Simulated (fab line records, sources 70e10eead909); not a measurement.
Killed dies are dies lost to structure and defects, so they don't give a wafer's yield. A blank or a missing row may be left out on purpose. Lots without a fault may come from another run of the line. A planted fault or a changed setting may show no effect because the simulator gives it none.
Chamber matching | flow nand_harc | NHARC_P_CONTACT_CMP_01 on cmp-03: 4 sister chambers
The step polishes SiO2, target thk 200 nm. 27 wafers are shown with their chamber, then 12 later ones without.

WAFERS WITH THEIR CHAMBER
wafer  | chamber | motor_current_A (A)
L074.2 | 2       | 14.4
L074.3 | 1       | 12.8
L074.4 | 3       | 11.8
L076.2 | 1       | 12.7
L076.3 | 3       | 11.5
L076.6 | 3       | 11.5
L080.2 | 1       | 12.6
L080.3 | 0       | 13.4
L080.5 | 1       | 12.7
L082.2 | 0       | 12.8
L082.4 | 1       | 13.5
L082.5 | 2       | 14.1
L086.1 | 3       | 11.6
L086.4 | 1       | 12.8
L086.6 | 2       | 14.5
L087.1 | 2       | 13.6
L087.4 | 3       | 12.1
L087.6 | 0       | 13.7
L088.1 | 0       | 13.0
L088.4 | 1       | 13.0
L088.6 | 0       | 12.8
L090.3 | 3       | 11.6
L090.4 | 1       | 13.0
L090.5 | 1       | 13.1
L092.1 | 0       | 13.5
L092.3 | 2       | 14.0
L092.5 | 3       | 12.1

SIGNATURES (means of the wafers above)
reading         | chamber 0 | chamber 1 | chamber 2 | chamber 3 | scatter within a chamber
motor_current_A | 13.200    | 12.911    | 14.120    | 11.743    | 0.314
Rule: a wafer's distance from a chamber is the root of the sum, over the readings, of the square of ((its reading less the chamber's mean) divided by the reading's scatter). The wafer belongs to the nearest chamber; if the next one is less than 2 further off, it can't be placed. The scatter: the root of (the sum of the squares of (reading less its chamber's mean) over the shown wafers, divided by (wafers less chambers)).

WAFERS WITHOUT THEIR CHAMBER
wafer  | motor_current_A (A)
L094.1 | 12.1
L094.3 | 12.4
L094.4 | 12.1
L096.1 | 13.8
L096.2 | 12.9
L096.4 | 12.7
L096.3 | 12.3
L096.5 | 14.2
L096.6 | 11.7
L097.1 | 12.4
L097.3 | 12.9
L097.4 | 11.5

WHICH CHAMBER EACH WENT THROUGH
wafer  | from the rows above          | in truth
L094.1 | can't be placed: 3 or 1      | 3
L094.3 | can't be placed: 1 or 3 or 0 | 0
L094.4 | can't be placed: 3 or 1      | 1
L096.1 | can't be placed: 2 or 0 or 1 | 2
L096.2 | can't be placed: 1 or 0      | 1
L096.4 | can't be placed: 1 or 0      | 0
L096.3 | can't be placed: 3 or 1 or 0 | 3
L096.5 | 2                            | 2
L096.6 | 3                            | 3
L097.1 | can't be placed: 1 or 3 or 0 | 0
L097.3 | can't be placed: 1 or 0      | 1
L097.4 | 3                            | 3
Placed correctly: 3 of 12. Can't be placed from these rows: 9 (the true chamber is among the candidates in 9). Placed wrongly: 0.
